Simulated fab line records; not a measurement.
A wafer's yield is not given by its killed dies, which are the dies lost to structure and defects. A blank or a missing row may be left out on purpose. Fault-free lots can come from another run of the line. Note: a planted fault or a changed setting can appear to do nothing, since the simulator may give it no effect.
Check of tool commonality ; flow nandHarc ; Sampled: 3 lots, 9 wafers

THE REASON FOR OPENING IT
Flagged at NHARC_END_SORT_01: reading killedAtArray, on 3 of 3 lots. Fault-free wafers read 49, with a standard deviation of 18.
Rule: a lot is flagged in two cases, either no wafer of it has a number, or all its wafers with numbers fall more than 4 standard deviations from that mean. The rest of the lots are taken to be sound.

lot;measured;on;killedAtArray, wafer by wafer;flag
L993;day 28 12:16;prober-01;235 296 257;FLAGGED
L994;day 29 07:04;prober-02;225 220 298;FLAGGED
L995;day 29 07:48;prober-01;254 352 358;FLAGGED
The mean of the flagged lots' numbers is 277, +228 from the usual (+13 standard deviations).

TOOL THAT RAN EACH LOT
4 process steps preceding the reading are held in the record, out of 1302 steps in the route. Cell contents, in order: the tool; ch with the chambers the sampled wafers went through; the start.
lot;flag;NHARC_A_STAIRCASE_ETCH_188;NHARC_A_STAIRCASE_TRIM_191;NHARC_A_STAIRCASE_ETCH_201;NHARC_A_STAIRCASE_TRIM_202
L993;FLAGGED;rieDiel-08 ch 0,1,2, day 20 08:59 or earlier;rieDiel-08 ch 0,1, day 20 08:59 or earlier;rieDiel-09 ch 1,2, day 20 08:59 or earlier;rieDiel-09 ch 2,3, day 20 08:59
L994;FLAGGED;rieDiel-09 ch 0,2,3, day 20 22:33 or earlier;rieDiel-09 ch 0,1, day 20 22:33 or earlier;rieDiel-09 ch 1,2, day 20 22:33 or earlier;rieDiel-09 ch 0,1,3, day 20 22:33
L995;FLAGGED;rieDiel-08 ch 0,1,3, day 21 03:29 or earlier;rieDiel-08 ch 0,1,2, day 21 03:29 or earlier;rieDiel-09 ch 0,1,3, day 21 03:29 or earlier;rieDiel-09 ch 0,3, day 21 03:29
What these steps do:
- NHARC_A_STAIRCASE_ETCH_188: etches the open film in C4F8/O2, target depth 100 nm, time 40.5 s.
- NHARC_A_STAIRCASE_TRIM_191: chemistry O2, time 211.2 s.
- NHARC_A_STAIRCASE_ETCH_201: etches the open film in C4F8/O2, target depth 100 nm, time 40.5 s.
- NHARC_A_STAIRCASE_TRIM_202: chemistry O2, time 211.2 s.
- NHARC_END_SORT_01

FLAGGED OVER TOTAL, TOOL BY TOOL (the gauges that took the reading come last)
step;tool;lots run;flagged;share of the flagged lots;sound lots run after its first flagged lot
NHARC_A_STAIRCASE_ETCH_188;rieDiel-08;2;2;some;0
NHARC_A_STAIRCASE_ETCH_188;rieDiel-09;1;1;some;0
NHARC_A_STAIRCASE_TRIM_191;rieDiel-08;2;2;some;0
NHARC_A_STAIRCASE_TRIM_191;rieDiel-09;1;1;some;0
NHARC_A_STAIRCASE_ETCH_201;rieDiel-09;3;3;all;0
NHARC_A_STAIRCASE_TRIM_202;rieDiel-09;3;3;all;0
NHARC_END_SORT_01;prober-01;2;2;some;0
NHARC_END_SORT_01;prober-02;1;1;some;0
NHARC_A_STAIRCASE_ETCH_188 gives no start for some lots, so the hours and the order of its lots are those of NHARC_A_STAIRCASE_TRIM_202. NHARC_A_STAIRCASE_TRIM_191 gives no start for some lots, so the hours and the order of its lots are those of NHARC_A_STAIRCASE_TRIM_202. NHARC_A_STAIRCASE_ETCH_201 gives no start for some lots, so the hours and the order of its lots are those of NHARC_A_STAIRCASE_TRIM_202.

WHAT THE TABLE ALLOWS
Rows of the table that ran all the flagged lots, 2 in number: rieDiel-09 at NHARC_A_STAIRCASE_ETCH_201; rieDiel-09 at NHARC_A_STAIRCASE_TRIM_202.
- rieDiel-09 at NHARC_A_STAIRCASE_ETCH_201 ran 3 lots, 3 of them flagged. No sound lot ran on it before its first flagged lot in this sample; the start therefore can't be narrowed down.
- rieDiel-09 at NHARC_A_STAIRCASE_TRIM_202 ran 3 lots, 3 of them flagged. No sound lot ran on it before its first flagged lot in this sample; the start therefore can't be narrowed down. Its own readings lie more than 4 standard deviations out on every wafer of the flagged lots: oesProductAu.
One tool is left: rieDiel-09 at NHARC_A_STAIRCASE_ETCH_201 and NHARC_A_STAIRCASE_TRIM_202.

WHAT THE SIMULATOR HAD PUT IN
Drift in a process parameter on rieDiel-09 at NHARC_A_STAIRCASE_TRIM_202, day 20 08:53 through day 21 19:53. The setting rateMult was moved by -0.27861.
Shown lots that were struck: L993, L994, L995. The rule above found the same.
